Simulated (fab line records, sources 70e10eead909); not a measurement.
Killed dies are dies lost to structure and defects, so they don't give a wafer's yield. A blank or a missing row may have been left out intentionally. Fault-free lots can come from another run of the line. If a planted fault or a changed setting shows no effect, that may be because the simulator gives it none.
A lot that was struck, set against a sound lot / flow nandHarc / 18 steps out of a route of 1159
Sound: these wafers, L818.1, L818.4, L818.6. The struck wafers were L822.1, L822.3, L822.5. The cause comes at the end.
For every step that has rows: the tool of each side, followed by ch and its chambers, followed by its first start. Under that, the readings that differ: sound wafers / struck wafers / difference of the means / sigmas: that difference in standard deviations of wafers without a fault.
alike: same words and numbers on both sides, and readings whose means sit less than 2 such deviations apart. not compared: any withheld reading, any reading some wafer has no value for, any bound like >300 that may hide the same value, and any number with overlapping values for which the record gives no deviation.
A row with sigmas, a row that says differs or no value, or rows on one side alone: a step with any of these is where the two part. Numbers that have no deviation but don't overlap get no sigmas and don't part them. Lack of a reading on every wafer of one side parts them only where that side has two or more wafers.

NHARC_P_ZERO_WELL_CD_MEAS_11 targets a cd of 500 nm.
  sound on cdSem-03 ch 0, day 3 01:14; struck on cdSem-03 ch 0, day 4 01:07
  alike: cdNm
then, 1 step without rows for these wafers: NHARC_P_ZERO_WELL_HARDBAKE_12 (time 65 s).
NHARC_P_ZERO_WELL_DESCUM_13: chemistry O2, time 3 s.
  sound on rieDiel-07 ch 0,1, day 3 01:23; struck on rieDiel-09 ch 1,2, day 4 01:16
  alike: drypumpMotorCurrentA, oesProductAu, rfVppV, showerheadPlenumPTorr, throttleValvePct
  not compared: rfHoursCounterH
NHARC_P_ZERO_WELL_ETCH_65: etches the open film in N2/H2, target depth 80 nm, overetch 24 nm, time 87.88 s.
  sound on rieDiel-07 ch 0,1,2, day 3 01:28; struck on rieDiel-09 ch 1,2, day 4 01:22
  alike: drypumpMotorCurrentA, oesProductAu, rfVppV, showerheadPlenumPTorr, throttleValvePct
  not compared: rfHoursCounterH
NHARC_P_ZERO_WELL_ETCH_62: etches the open film in CHF3/Ar, target depth 13 nm, time 6.5 s.
  sound: rieDiel-07 ch 0,2,3; struck: rieDiel-09 ch 0,1,3
  alike: drypumpMotorCurrentA, oesProductAu, rfVppV, showerheadPlenumPTorr, throttleValvePct
  not compared: rfHoursCounterH
NHARC_P_ZERO_WELL_ETCH_63: etches the open film in HBr/Cl2, target depth 120 nm, time 40.1 s.
  sound on rieSi-05 ch 0,2,3, day 3 01:39; struck on rieSi-05 ch 0,1,2, day 4 01:33
  alike: drypumpMotorCurrentA, oesProductAu, throttleValvePct
  not compared: rfHoursCounterH
then, 6 steps without rows for these wafers: NHARC_P_ZERO_WELL_STRIP_15 (strips in SPM, time 900 s); NHARC_P_ZERO_WELL_DEHYDRATE_16 (time 120 s); NHARC_P_ZERO_WELL_HMDS_17 (time 30 s); NHARC_P_ZERO_WELL_COAT_18; NHARC_P_ZERO_WELL_SOFTBAKE_19 (time 95 s); NHARC_P_ZERO_WELL_EBR_20.
NHARC_P_ZERO_WELL_EXPOSE_21: exposes mask P NWELL, target cd 720 nm.
  sound on krfScanner-04 ch 0, day 3 02:19; struck on krfScanner-01 ch 0, day 4 02:18
reading=mask; sound=P_NWELL#0 P_NWELL#0 P_NWELL#0; struck=P_HVPW#0 P_HVPW#0 P_HVPW#0; difference=differs; sigmas=
then, 2 steps without rows for these wafers: NHARC_P_ZERO_WELL_PEB_22 (peb time 85 s); NHARC_P_ZERO_WELL_DEVELOP_23 (time 70 s).
NHARC_P_ZERO_WELL_CD_MEAS_24 targets a cd of 720 nm.
  sound on cdSem-03 ch 0, day 3 02:28; struck on cdSem-01 ch 0, day 4 02:28
reading=cdNm (nm); sound=717.9 718.8 717.2; struck=- - -; difference=no value on the struck wafers; sigmas=
then, 1 step without rows for these wafers: NHARC_P_ZERO_WELL_HARDBAKE_25 (time 80 s).
-- record jumps: 18 days between struck wafers' starts before vs after; left off in module P_ZERO_WELL, resumes in module END, first step shown is number 1159 of the route --
NHARC_END_SORT_01:
  the record has rows for the struck wafers here (prober-01 ch 0, day 21 17:58) and none for the sound ones

WHERE THEY PART
First at NHARC_P_ZERO_WELL_EXPOSE_21; last, within this record, at NHARC_END_SORT_01.

WHY: the cause the simulator had injected
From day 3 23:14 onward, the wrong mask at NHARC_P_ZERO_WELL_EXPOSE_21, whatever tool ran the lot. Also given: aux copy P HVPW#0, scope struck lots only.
